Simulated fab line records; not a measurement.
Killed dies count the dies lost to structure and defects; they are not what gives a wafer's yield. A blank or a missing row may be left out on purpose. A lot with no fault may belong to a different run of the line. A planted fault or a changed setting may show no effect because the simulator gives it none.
fab line records | flow nand_harc
record: lots: 12 | wafers: 36 | last_day: 24
route steps=1159 shown THIN_TSV@1119 END@1159
lots that met no fault: taken from a fault-free run of the same line
start_h: hours from the record's opening day to when the first of the lot's shown wafers began | wait_h: hours since the lot's step before | " unchanged from the row above | L1.1+2: a row that stands for several wafers | - value missing, or start not given | * or withheld: withheld | < > ~ a bound
route shown NAME@n: names a module that has steps shown in the file, with the first one's number in the route | usual: mean/standard deviation of fault-free wafers | same: alike in all rows | chamber/n: place in a boat | sites: the reading at each site | _std_site: their standard deviation | _edge_site: outer sites' mean less inner sites' | radius_mm: how far each site lies from the wafer's centre | mask NAME#n: copy n | behind: the last tool/chamber to shape the wafer | hold: what put the lot on hold/how long, in hours/how the hold closed | device: transistor that didn't switch, given as n, p or np | end of line: tests run on the same wafers once the route is complete | where a step has no rows: the recipe by itself | killed: dies that structure and defects cost at the first sort, which is not the same as the wafer's yield | map: a wafer's dies, x killed, . not, _ none there
set.NAME: the run value of the setting; set.NAME@STEP: its run value at that earlier step | model.NAME: the simulator's own value behind a step, which no gauge read
a sample of lots followed through the steps of the route, with each step as a table and each wafer as a row
services: a tool's chamber out of use, with start hour (start_h, from the record's first day; less than 0 if before it), hours out, and reason
== steps ==
step: NHARC_THIN_TSV_ETCH_44
recipe: target_depth_a: 15942 | time_s: 797.1 | cf4_flow_sccm: 150 | o2_flow_sccm: 10 | ar_flow_sccm: 0 | rf_w: 300 | bias_w: 800 | chemistry: CF4/O2
usual: drypump_motor_current_A: 5.8/0.36 | oes_product_au: 0.999/0.015 | rf_vpp_V: 793/4.4 | showerhead_plenum_p_Torr: 1.81/0.069 | throttle_valve_pct: 16.915/0.0082
lot.wafer | tool        | chamber | start_h | wait_h | drypump_motor_current_A | oes_product_au | rf_hours_counter_h | rf_vpp_V | showerhead_plenum_p_Torr | throttle_valve_pct
L480.3    | rie_diel-11 | 3       | 432.27  | 0.1    | 6.5                     | 1.018          | 4                  | 790      | 1.78                     | 16.923
L480.6    | "           | 2       | "       | "      | 5.0                     | 0.990          | -                  | 793      | 1.81                     | 16.924
L480.5    | "           | 3       | "       | "      | 6.4                     | 1.016          | -                  | 790      | 1.78                     | 16.926
L484.1    | rie_diel-04 | 3       | 439.00  | 0.1    | 5.8                     | 1.008          | 11                 | 787      | 1.72                     | 16.916
L484.6    | "           | 3       | "       | "      | 5.7                     | 1.004          | -                  | 786      | 1.73                     | 16.904
L484.5    | "           | 0       | "       | "      | 5.9                     | 0.997          | -                  | 792      | 1.80                     | 16.916
L481.1    | rie_diel-11 | 0       | 442.84  | 0.2    | 5.7                     | 0.978          | 5                  | 796      | 1.85                     | 16.915
L481.2    | "           | 1       | "       | "      | 5.7                     | 1.010          | 5                  | 791      | 1.78                     | 16.919
L481.5    | "           | 2       | "       | "      | 5.0                     | 0.988          | -                  | 791      | 1.81                     | 16.915
L486.1    | rie_diel-04 | 1       | 485.04  | 0.1    | 5.9                     | 1.005          | 1                  | 789      | 1.75                     | 16.913
L486.3    | "           | 3       | "       | "      | 5.8                     | 1.014          | 1                  | 788      | 1.72                     | 16.928
L486.6    | "           | 1       | "       | "      | 5.9                     | 1.009          | -                  | 787      | 1.75                     | 16.908
L488.4    | rie_diel-09 | 0       | 486.58  | 0.1    | 5.4                     | 0.993          | 5                  | 799      | 1.91                     | 16.906
L488.2    | "           | 1       | "       | "      | 6.3                     | 1.000          | 5                  | 796      | 1.86                     | 16.918
L488.6    | "           | 3       | "       | "      | 5.8                     | 1.013          | -                  | 789      | 1.74                     | 16.921
L491.3    | rie_diel-09 | 2       | 494.64  | 0.1    | 5.5                     | 1.009          | 6                  | 794      | 1.83                     | 16.908
L491.1    | "           | 3       | "       | "      | 5.8                     | 1.009          | 7                  | 788      | 1.74                     | 16.902
L491.5    | "           | 1       | "       | "      | 6.3                     | 0.998          | -                  | 798      | 1.86                     | 16.910
L494.2    | rie_diel-04 | 3       | 495.77  | 0.1    | 5.8                     | 1.015          | 2                  | 788      | 1.72                     | 16.914
L494.3    | "           | 0       | "       | "      | 5.8                     | 0.991          | 2                  | 792      | 1.80                     | 16.933
L494.6    | "           | 3       | "       | "      | 5.8                     | 1.013          | -                  | 787      | 1.72                     | 16.921
L493.1    | rie_diel-04 | 1       | 516.51  | 0.1    | 5.9                     | 1.007          | 3                  | 788      | 1.75                     | 16.919
L493.3    | "           | 3       | "       | "      | 5.8                     | 1.008          | 3                  | 789      | 1.72                     | 16.914
L493.5    | "           | 1       | "       | "      | 5.9                     | 0.996          | -                  | 788      | 1.75                     | 16.917
L497.4    | rie_diel-04 | 1       | 545.43  | 0.2    | 5.9                     | 0.996          | 5                  | 789      | 1.75                     | 16.904
L497.6    | "           | 2       | "       | "      | 5.7                     | 0.989          | -                  | 802      | 1.96                     | 16.927
L497.5    | "           | 3       | "       | "      | 5.8                     | 1.003          | -                  | 788      | 1.72                     | 16.897
L498.3    | rie_diel-09 | 3       | 553.72  | 0.1    | 5.8                     | 1.012          | 12                 | 789      | 1.74                     | 16.917
L498.4    | "           | 1       | "       | "      | 6.3                     | 1.008          | 11                 | 796      | 1.86                     | 16.918
L498.5    | "           | 3       | "       | "      | 5.8                     | 1.010          | -                  | 788      | 1.74                     | 16.906
L500.2    | rie_diel-04 | 2       | 560.69  | 0.1    | 5.7                     | 0.977          | 6                  | 801      | 1.96                     | 16.915
L500.4    | "           | 3       | "       | "      | 5.8                     | 1.005          | 6                  | 788      | 1.72                     | 16.909
L500.6    | "           | 2       | "       | "      | 5.7                     | 0.975          | -                  | 802      | 1.96                     | 16.917
L501.2    | rie_diel-11 | 3       | 561.97  | 0.1    | 6.4                     | 1.021          | 1                  | 790      | 1.78                     | 16.915
L501.4    | "           | 0       | "       | "      | 5.7                     | 0.982          | 1                  | 795      | 1.85                     | 16.928
L501.3    | "           | 1       | "       | "      | 5.7                     | 1.002          | 1                  | 793      | 1.78                     | 16.929
step: NHARC_THIN_TSV_DEGAS_49
recipe: temp_c: 300 | time_s: 120
usual: heater_power_w: 470/54
lot.wafer | tool           | chamber | start_h | wait_h | heater_power_w
L480.3    | pvd_sputter-03 | -       | 434.78  | 0.1    | 445
L480.5    | "              | -       | "       | "      | 447
L480.6    | "              | -       | "       | "      | 508
L484.1    | pvd_sputter-03 | -       | 441.53  | 0.2    | 444
L484.6    | "              | -       | "       | "      | 508
L484.5    | "              | -       | "       | "      | 540
L481.2    | pvd_sputter-02 | -       | 445.30  | 0.2    | 432
L481.1    | "              | -       | "       | "      | 505
L481.5    | "              | -       | "       | "      | 434
L486.1    | pvd_sputter-03 | -       | 488.05  | 0.1    | 510
L486.3    | "              | -       | "       | "      | 459
L486.6    | "              | -       | "       | "      | 515
L488.2    | pvd_sputter-01 | -       | 489.14  | 0.1    | 393
L488.4    | "              | -       | "       | "      | 478
L488.6    | "              | -       | "       | "      | 382
L491.1    | pvd_sputter-01 | -       | 497.14  | 0.1    | 482
L491.3    | "              | -       | "       | "      | 495
L491.5    | "              | -       | "       | "      | 545
L494.2    | pvd_sputter-03 | -       | 498.30  | 0.1    | 457
L494.3    | "              | -       | "       | "      | 506
L494.6    | "              | -       | "       | "      | 535
L493.3    | pvd_sputter-03 | -       | 519.21  | 0.1    | 555
L493.1    | "              | -       | "       | "      | 413
L493.5    | "              | -       | "       | "      | 540
L497.4    | pvd_sputter-01 | -       | 548.21  | 0.1    | 525
L497.6    | "              | -       | "       | "      | 476
L497.5    | "              | -       | "       | "      | 403
L498.3    | pvd_sputter-01 | -       | 556.32  | 0.1    | 534
L498.4    | "              | -       | "       | "      | 477
L498.5    | "              | -       | "       | "      | 405
L500.4    | pvd_sputter-02 | -       | 563.43  | 0.1    | 509
L500.2    | "              | -       | "       | "      | 442
L500.6    | "              | -       | "       | "      | 384
L501.2    | pvd_sputter-01 | -       | 564.44  | 0.1    | 550
L501.3    | "              | -       | "       | "      | 398
L501.4    | "              | -       | "       | "      | 525
step: NHARC_THIN_TSV_PVD_51
recipe: target_thk_a: 1000 | chamber_pressure_pa: 5 | material: Cu
usual: chamber_pressure_pa: 5.002/0.01 | throttle_valve_pct: 29.9/0.74
lot.wafer | tool           | chamber | start_h | wait_h | chamber_pressure_pa | throttle_valve_pct
L480.3    | pvd_sputter-03 | -       | 435.06  | -      | 4.996               | 30.6
L480.6    | "              | -       | "       | "      | 4.989               | 29.8
L480.5    | "              | -       | "       | "      | 4.991               | 29.2
L484.1    | pvd_sputter-03 | -       | 441.84  | -      | 5.002               | 30.1
L484.5    | "              | -       | "       | "      | 4.998               | 29.6
L484.6    | "              | -       | "       | "      | 4.990               | 29.7
L481.1    | pvd_sputter-02 | -       | 445.59  | -      | 5.005               | 29.3
L481.2    | "              | -       | "       | "      | 5.008               | 29.1
L481.5    | "              | -       | "       | "      | 4.993               | 30.0
L486.3    | pvd_sputter-03 | -       | 488.33  | -      | 5.020               | 28.9
L486.1    | "              | -       | "       | "      | 5.001               | 30.2
L486.6    | "              | -       | "       | "      | 5.002               | 30.5
L488.2    | pvd_sputter-01 | -       | 489.42  | -      | 4.992               | 29.8
L488.4    | "              | -       | "       | "      | 4.994               | 30.9
L488.6    | "              | -       | "       | "      | 4.998               | 29.9
L491.3    | pvd_sputter-01 | -       | 497.44  | -      | 5.003               | 30.0
L491.1    | "              | -       | "       | "      | 5.010               | 30.0
L491.5    | "              | -       | "       | "      | 4.993               | 30.8
L494.3    | pvd_sputter-03 | -       | 498.57  | -      | 4.998               | 30.6
L494.2    | "              | -       | "       | "      | 5.015               | 30.3
L494.6    | "              | -       | "       | "      | 5.011               | 30.0
L493.3    | pvd_sputter-03 | -       | 519.51  | -      | 5.018               | 29.0
L493.1    | "              | -       | "       | "      | 4.977               | 30.4
L493.5    | "              | -       | "       | "      | 4.991               | 30.3
L497.4    | pvd_sputter-01 | -       | 548.51  | -      | 4.995               | 29.9
L497.6    | "              | -       | "       | "      | 5.001               | 30.0
L497.5    | "              | -       | "       | "      | 4.999               | 29.7
L498.3    | pvd_sputter-01 | -       | 556.59  | -      | 4.995               | 31.7
L498.4    | "              | -       | "       | "      | 5.013               | 29.9
L498.5    | "              | -       | "       | "      | 5.001               | 29.5
L500.2    | pvd_sputter-02 | -       | 563.78  | -      | 5.020               | 29.8
L500.4    | "              | -       | "       | "      | 5.003               | 30.3
L500.6    | "              | -       | "       | "      | 5.008               | 29.1
L501.3    | pvd_sputter-01 | -       | 564.72  | -      | 4.995               | 31.7
L501.4    | "              | -       | "       | "      | 5.001               | 29.7
L501.2    | "              | -       | "       | "      | 4.992               | 29.8
step: NHARC_THIN_TSV_PRE_CLEAN_54
recipe: time_s: 30 | temp_c: 280 | gas: H2/He
usual: heater_power_w: 407/46
lot.wafer | tool           | chamber | start_h | wait_h | heater_power_w
L480.3    | pvd_sputter-01 | -       | 436.86  | 0.1    | 481
L480.5    | "              | -       | "       | "      | 412
L480.6    | "              | -       | "       | "      | 326
L484.1    | pvd_sputter-01 | -       | 443.61  | 0.0    | 338
L484.6    | "              | -       | "       | "      | 335
L484.5    | "              | -       | "       | "      | 416
L481.2    | pvd_sputter-01 | -       | 447.40  | 0.1    | 460
L481.1    | "              | -       | "       | "      | 425
L481.5    | "              | -       | "       | "      | 422
L486.1    | pvd_sputter-01 | -       | 490.11  | 0.1    | 434
L486.3    | "              | -       | "       | "      | 466
L486.6    | "              | -       | "       | "      | 479
L488.4    | pvd_sputter-02 | -       | 491.21  | 0.1    | 386
L488.2    | "              | -       | "       | "      | 392
L488.6    | "              | -       | "       | "      | 389
L491.3    | pvd_sputter-02 | -       | 499.23  | 0.1    | 453
L491.1    | "              | -       | "       | "      | 388
L491.5    | "              | -       | "       | "      | 329
L494.2    | pvd_sputter-01 | -       | 500.45  | 0.1    | 426
L494.3    | "              | -       | "       | "      | 424
L494.6    | "              | -       | "       | "      | 432
L493.1    | pvd_sputter-02 | -       | 521.58  | 0.1    | 381
L493.3    | "              | -       | "       | "      | 394
L493.5    | "              | -       | "       | "      | 387
L497.4    | pvd_sputter-02 | -       | 550.59  | 0.0    | 386
L497.6    | "              | -       | "       | "      | 381
L497.5    | "              | -       | "       | "      | 387
L498.4    | pvd_sputter-01 | -       | 558.41  | 0.1    | 471
L498.3    | "              | -       | "       | "      | 429
L498.5    | "              | -       | "       | "      | 467
L500.4    | pvd_sputter-01 | -       | 565.89  | 0.1    | 479
L500.2    | "              | -       | "       | "      | 346
L500.6    | "              | -       | "       | "      | 471
L501.4    | pvd_sputter-02 | -       | 566.82  | 0.1    | 391
L501.3    | "              | -       | "       | "      | 330
L501.2    | "              | -       | "       | "      | 440
step: NHARC_END_SORT_01
recipe: temp_c: 25
usual: defect_limited_yield: 95.5/1.5 | killed_at_array: 27/10 | killed_at_other: 0.6/0.96 | killed_at_periphery: 3.4/2.7 | killed_dies: 31/10 | killed_open: 2.9/1.8 | killed_short: 1.8/1.4 | sort_bin_2_pct: 1.4/0.66 | sort_bin_3_pct: 0.25/0.23 | sort_bin_4_pct: 2.8/0.94 | sort_n_pass: 646/10 | sort_rim_yield_pct: 96.2/2.6 | sort_yield_pct: 95.5/1.5
same: gross_dies: 677 | sort_bin_5_pct[%]: 0 | sort_bin_6_pct[%]: 0 | sort_bin_7_pct[%]: 0 | sort_bin_8_pct[%]: 0 | sort_rim_n_gross: 106.00
lot.wafer | tool      | chamber | start_h | wait_h | defect_limited_yield[%] | killed_at_array | killed_at_other | killed_at_periphery | killed_dies | killed_open | killed_short | sort_bin_2_pct[%] | sort_bin_3_pct[%] | sort_bin_4_pct[%] | sort_n_pass | sort_rim_yield_pct[%] | sort_yield_pct[%]
L484.1    | prober-01 | 0       | 465.11  | 2.5    | 97.6                    | 10              | 1               | 5                   | 16          | 2           | 1            | 0.3               | 0                 | 2.1               | 661         | 99.1                  | 97.6
L484.5    | prober-01 | 0       | 468.33  | 3.7    | 95.9                    | 17              | 0               | 11                  | 28          | 3           | 1            | 1.8               | 0                 | 2.4               | 649         | 93.4                  | 95.9
L484.6    | prober-01 | 0       | 469.14  | 4.0    | 97.0                    | 15              | 1               | 4                   | 20          | 3           | 4            | 0.9               | 0.15              | 1.9               | 657         | 98.1                  | 97.0
L481.1    | prober-02 | 0       | 472.70  | 2.5    | 94.8                    | 25              | 3               | 7                   | 35          | 2           | 4            | 1.5               | 0.59              | 3.1               | 642         | 96.2                  | 94.8
L481.2    | prober-02 | 0       | 473.49  | 2.8    | 95.7                    | 24              | 0               | 5                   | 29          | 1           | 1            | 0.9               | 0.44              | 3.0               | 648         | 99.1                  | 95.7
L481.5    | prober-02 | 0       | 475.87  | 3.7    | 96.3                    | 20              | 0               | 5                   | 25          | 1           | 3            | 0.9               | 0.30              | 2.5               | 652         | 98.1                  | 96.3
L488.2    | prober-02 | 0       | 502.08  | 2.8    | 93.2                    | 45              | 0               | 1                   | 46          | 6           | 1            | 2.2               | 0.15              | 4.4               | 631         | 98.1                  | 93.2
L488.4    | prober-02 | 0       | 503.67  | 3.4    | 93.2                    | 42              | 1               | 3                   | 46          | 2           | 1            | 2.5               | 0.89              | 3.4               | 631         | 96.2                  | 93.2
L488.6    | prober-02 | 0       | 505.27  | 4.0    | 93.1                    | 44              | 0               | 3                   | 47          | 5           | 1            | 2.5               | 0.59              | 3.8               | 630         | 94.3                  | 93.1
L491.1    | prober-01 | 0       | 509.55  | 2.5    | 96.2                    | 21              | 3               | 2                   | 26          | 3           | 2            | 0.9               | 0.15              | 2.8               | 651         | 93.4                  | 96.2
L491.3    | prober-01 | 0       | 511.16  | 3.1    | 97.8                    | 12              | 1               | 2                   | 15          | 3           | 1            | 0.9               | 0                 | 1.3               | 662         | 97.2                  | 97.8
L491.5    | prober-01 | 0       | 512.77  | 3.7    | 97.0                    | 12              | 4               | 4                   | 20          | 6           | 2            | 1.3               | 0.15              | 1.5               | 657         | 94.3                  | 97.0
L494.2    | prober-02 | 0       | 510.37  | 2.8    | 94.7                    | 35              | 0               | 1                   | 36          | 3           | 0            | 1.9               | 0.44              | 3.0               | 641         | 94.3                  | 94.7
L494.3    | prober-02 | 0       | 511.16  | 3.1    | 0                       | 34              | 642             | 1                   | 677         | 2           | 0            | 97.6              | 0                 | 2.4               | 0           | 0                     | 0
L494.6    | prober-02 | 0       | 513.56  | 4.0    | 94.7                    | 30              | 0               | 6                   | 36          | 8           | 4            | 1.8               | 0.30              | 3.2               | 641         | 90.6                  | 94.7
L493.1    | prober-01 | 0       | 531.39  | 2.5    | 0                       | 35              | 640             | 2                   | 677         | 3           | 1            | 96.3              | 0.30              | 3.4               | 0           | 0                     | 0
L493.3    | prober-01 | 0       | 532.99  | 3.1    | 95.6                    | 26              | 0               | 4                   | 30          | 5           | 1            | 1.6               | 0                 | 2.8               | 647         | 98.1                  | 95.6
L493.5    | prober-01 | 0       | 534.58  | 3.7    | 96.8                    | 18              | 1               | 3                   | 22          | 3           | 1            | 0.9               | 0                 | 2.4               | 655         | 90.6                  | 96.8
L500.2    | prober-01 | 0       | 576.45  | 2.8    | 94.5                    | 33              | 0               | 4                   | 37          | 3           | 2            | 1.6               | 0.15              | 3.7               | 640         | 97.2                  | 94.5
L500.4    | prober-01 | 0       | 578.05  | 3.4    | 92.8                    | 47              | 0               | 2                   | 49          | 2           | 1            | 2.8               | 0                 | 4.4               | 628         | 95.3                  | 92.8
L500.6    | prober-01 | 0       | 579.64  | 4.0    | 93.1                    | 39              | 1               | 7                   | 47          | 3           | 2            | 2.8               | 0.44              | 3.7               | 630         | 94.3                  | 93.1
killed by level:class
L484.1 A_CHANNEL_HOLE_D1:chamber_film_flake=6 P_CONTACT:chamber_film_flake=3 A_CONTACT:chamber_film_flake=2 P_M0:geometric_particle:short=1 A_CHANNEL_FILL_D1:geometric_particle:open=1 A_STAIRCASE:geometric_particle:open=1 P_ZERO_WELL:chamber_film_flake=1 THIN_TSV:chamber_film_flake=1
L484.5 P_CONTACT:chamber_film_flake=7 A_CHANNEL_HOLE_D1:chamber_film_flake=5 P_ZERO_WELL:chamber_film_flake=3 A_STAIRCASE:chamber_film_flake=3 A_CONTACT:chamber_film_flake=3 A_CONTACT:geometric_particle:open=2 A_SOURCE_PLATE:geometric_particle:short=1 A_ONON_D1:geometric_particle:open=1
L484.6 A_CHANNEL_HOLE_D1:chamber_film_flake=5 P_CONTACT:chamber_film_flake=3 P_M0:geometric_particle:open=1 A_SOURCE_PLATE:geometric_particle:short=1 A_ONON_D1:geometric_particle:short=1 A_CHANNEL_FILL_D1:geometric_particle:short=1 A_CHANNEL_FILL_D1:geometric_particle:open=1 A_WL_FILL:geometric_particle:short=1
L481.1 A_CONTACT:chamber_film_flake=11 A_SLIT:chamber_film_flake=5 P_STI:chamber_film_flake=3 A_STAIRCASE:chamber_film_flake=3 P_M0:geometric_particle:short=2 STARTING-WAFER:geometric_particle:short=2 A_CHANNEL_HOLE_D1:chamber_film_flake=2 A_CHANNEL_FILL_D1:chamber_film_flake=2
L481.2 A_SLIT:chamber_film_flake=10 A_CHANNEL_FILL_D1:chamber_film_flake=4 A_STAIRCASE:chamber_film_flake=4 P_ZERO_WELL:chamber_film_flake=2 P_GATE:chamber_film_flake=2 A_CONTACT:chamber_film_flake=2 A_CHANNEL_FILL_D1:geometric_particle:short=1 A_CONTACT:geometric_particle:open=1
L481.5 A_SLIT:chamber_film_flake=14 A_CONTACT:chamber_film_flake=4 A_CHANNEL_HOLE_D1:chamber_film_flake=2 P_GATE:geometric_particle:short=1 P_M0:geometric_particle:short=1 P_M1:geometric_particle:open=1 P_M1:geometric_particle:short=1 P_STI:chamber_film_flake=1
L488.2 A_CHANNEL_HOLE_D1:chamber_film_flake=22 A_SLIT:chamber_film_flake=8 A_STAIRCASE:chamber_film_flake=6 A_CONTACT:chamber_film_flake=3 P_M1:geometric_particle:open=1 A_SOURCE_PLATE:geometric_particle:open=1 A_ONON_D1:geometric_particle:open=1 A_CHANNEL_HOLE_D1:geometric_particle:open=1
L488.4 A_CHANNEL_HOLE_D1:chamber_film_flake=21 A_SLIT:chamber_film_flake=16 A_STAIRCASE:chamber_film_flake=2 A_CONTACT:chamber_film_flake=2 P_CONTACT:geometric_particle:open=1 P_M0:geometric_particle:open=1 A_ONON_D1:geometric_particle:short=1 P_M1:chamber_film_flake=1
L488.6 A_SLIT:chamber_film_flake=16 A_CHANNEL_HOLE_D1:chamber_film_flake=15 A_STAIRCASE:chamber_film_flake=4 A_CONTACT:chamber_film_flake=4 P_CONTACT:geometric_particle:open=1 P_M2:geometric_particle:open=1 A_ONON_D1:geometric_particle:short=1 A_CHANNEL_FILL_D1:geometric_particle:open=1
L491.1 A_CHANNEL_HOLE_D1:chamber_film_flake=7 A_ZERO_WELL:chamber_film_flake=4 A_STAIRCASE:chamber_film_flake=3 THIN_TSV:chamber_film_flake=3 A_WL_FILL:chamber_film_flake=2 A_ONON_D1:geometric_particle:short=1 A_CHANNEL_FILL_D1:geometric_particle:open=1 A_WL_FILL:geometric_particle:open=1
L494.2 A_SLIT:chamber_film_flake=16 A_CHANNEL_HOLE_D1:chamber_film_flake=8 A_CONTACT:chamber_film_flake=7 A_STAIRCASE:chamber_film_flake=2 P_M2:geometric_particle:open=1 A_CHANNEL_HOLE_D1:geometric_particle:open=1 A_M1:geometric_particle:open=1
L491.3 A_CHANNEL_HOLE_D1:chamber_film_flake=6 A_ONON_D1:geometric_particle:open=2 A_STAIRCASE:chamber_film_flake=2 P_CONTACT:geometric_particle:open=1 A_CHANNEL_FILL_D1:geometric_particle:short=1 P_STI:chamber_film_flake=1 A_CONTACT:chamber_film_flake=1 THIN_TSV:chamber_film_flake=1
L494.3 THIN_TSV:area_pvd=642 A_SLIT:chamber_film_flake=14 A_CHANNEL_HOLE_D1:chamber_film_flake=13 A_STAIRCASE:chamber_film_flake=2 A_CONTACT:chamber_film_flake=2 P_M0:geometric_particle:open=1 A_CHANNEL_FILL_D1:geometric_particle:open=1 A_ZERO_WELL:chamber_film_flake=1
L491.5 A_STAIRCASE:chamber_film_flake=4 THIN_TSV:chamber_film_flake=4 P_CONTACT:geometric_particle:open=3 P_M0:geometric_particle:open=1 A_CHANNEL_FILL_D1:geometric_particle:open=1 A_WL_FILL:geometric_particle:short=1 A_CONTACT:geometric_particle:short=1 A_BLC:geometric_particle:open=1
L494.6 A_CHANNEL_HOLE_D1:chamber_film_flake=10 A_SLIT:chamber_film_flake=10 P_M0:geometric_particle:open=4 A_STAIRCASE:chamber_film_flake=3 P_CONTACT:geometric_particle:open=1 P_M2:geometric_particle:short=1 A_ONON_D1:geometric_particle:short=1 A_CHANNEL_HOLE_D1:geometric_particle:short=1
L493.1 THIN_TSV:area_pvd=638 A_CHANNEL_HOLE_D1:chamber_film_flake=26 A_CONTACT:chamber_film_flake=3 A_CONTACT:geometric_particle:open=2 THIN_TSV:chamber_film_flake=2 P_M1:geometric_particle:short=1 A_CHANNEL_HOLE_D1:geometric_particle:open=1 P_ZERO_WELL:chamber_film_flake=1
L493.3 A_CHANNEL_HOLE_D1:chamber_film_flake=16 A_STAIRCASE:chamber_film_flake=3 A_CONTACT:chamber_film_flake=3 P_CONTACT:geometric_particle:open=1 P_M1:geometric_particle:open=1 P_M2:geometric_particle:short=1 A_CHANNEL_FILL_D1:geometric_particle:open=1 A_CONTACT:geometric_particle:open=1
L493.5 A_CHANNEL_HOLE_D1:chamber_film_flake=11 A_CONTACT:chamber_film_flake=2 A_CHANNEL_FILL_D1:chamber_film_flake=1 P_M0:geometric_particle:open=1 A_SOURCE_PLATE:geometric_particle:open=1 A_CHANNEL_FILL_D1:geometric_particle:open=1 A_CONTACT:geometric_particle:short=1 P_ZERO_WELL:chamber_film_flake=1
L500.2 A_SLIT:chamber_film_flake=16 A_CHANNEL_HOLE_D1:chamber_film_flake=6 A_CONTACT:chamber_film_flake=4 A_WL_FILL:chamber_film_flake=3 A_CONTACT:geometric_particle:open=2 P_STI:chamber_film_flake=2 P_CONTACT:geometric_particle:short=1 P_M0:geometric_particle:open=1
L500.4 A_SLIT:chamber_film_flake=19 A_CHANNEL_HOLE_D1:chamber_film_flake=10 A_CONTACT:chamber_film_flake=8 A_STAIRCASE:chamber_film_flake=2 A_WL_FILL:chamber_film_flake=2 A_ONON_D1:geometric_particle:short=1 A_SGD_CUT:geometric_particle:open=1 A_CONTACT:geometric_particle:open=1
L500.6 A_SLIT:chamber_film_flake=22 A_CHANNEL_HOLE_D1:chamber_film_flake=8 A_STAIRCASE:chamber_film_flake=3 P_STI:chamber_film_flake=2 P_BONDPAD:chamber_film_flake=2 P_GATE:geometric_particle:open=1 A_SOURCE_PLATE:geometric_particle:open=1 A_SOURCE_PLATE:geometric_particle:short=1
== services ==
tool           | chamber | start_h | hours | kind
rie_diel-04    | 1       | 415.73  | 2.4   | repair
rie_diel-09    | 2       | 416.30  | 11.9  | repair
rie_diel-04    | 0       | 419.91  | -     | clean
rie_diel-04    | 1       | 419.91  | -     | clean
rie_diel-04    | 2       | 419.91  | -     | clean
rie_diel-04    | 3       | 419.91  | -     | clean
rie_diel-09    | -       | 431.44  | 9.0   | pm
rie_diel-04    | 0       | 444.41  | -     | clean
rie_diel-04    | 1       | 444.41  | -     | clean
rie_diel-04    | 2       | 444.41  | -     | clean
rie_diel-04    | 3       | 444.41  | -     | clean
pvd_sputter-03 | -       | 458.00  | 10.0  | pm
rie_diel-04    | -       | 465.90  | 9.0   | pm
rie_diel-04    | 0       | 465.90  | 9.0   | vent_cycle
rie_diel-04    | 1       | 465.90  | 9.0   | vent_cycle
rie_diel-09    | 0       | 502.48  | 2.6   | repair
pvd_sputter-03 | -       | 508.14  | 6.9   | repair
pvd_sputter-01 | -       | 514.00  | 10.0  | pm
rie_diel-09    | -       | 515.30  | 0.3   | repair
rie_diel-09    | 1       | 521.32  | 3.0   | repair
rie_diel-09    | 3       | 528.28  | 3.9   | repair
pvd_sputter-03 | -       | 534.05  | 5.7   | repair
rie_diel-11    | -       | 543.60  | 9.0   | pm
rie_diel-09    | 0       | 562.38  | 5.2   | repair
== key ==
first_sign: step: NHARC_END_SORT_01 | reading: killed_at_other | direction: up | sigmas: 99+ | usual: 0.6 | struck: 641
effect: step: NHARC_END_SORT_01 | reading: sort_bin_2_pct | direction: up | sigmas: 99+ | usual: 1.4 | struck: 97.0
more_kills_born_at: NHARC_THIN_TSV_PVD_51@pvd_sputter-03: 1280
met_at NHARC_THIN_TSV_PVD_51
struck_lots L493,L494
struck_wafers L493.1,L494.3
later_rows_left_out L493.1,L494.3
not_acting_at NHARC_THIN_TSV_ETCH_44,NHARC_THIN_TSV_DEGAS_49,NHARC_THIN_TSV_PRE_CLEAN_54
onset_between 488.33 498.57
fault: kind: process_parameter_drift | tool: pvd_sputter-03 | chamber: - | onset_h: 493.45 | steps: NHARC_THIN_TSV_PVD_51 | channel: target_thk_a | offset: * | shape: step | end_h: 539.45 | acts_in: * | stated: * | scope: struck_wafers_only
later_rows_left_out: the simulator's readings of these wafers behind a module that went badly wrong aren't trusted and aren't shown, but for the sort
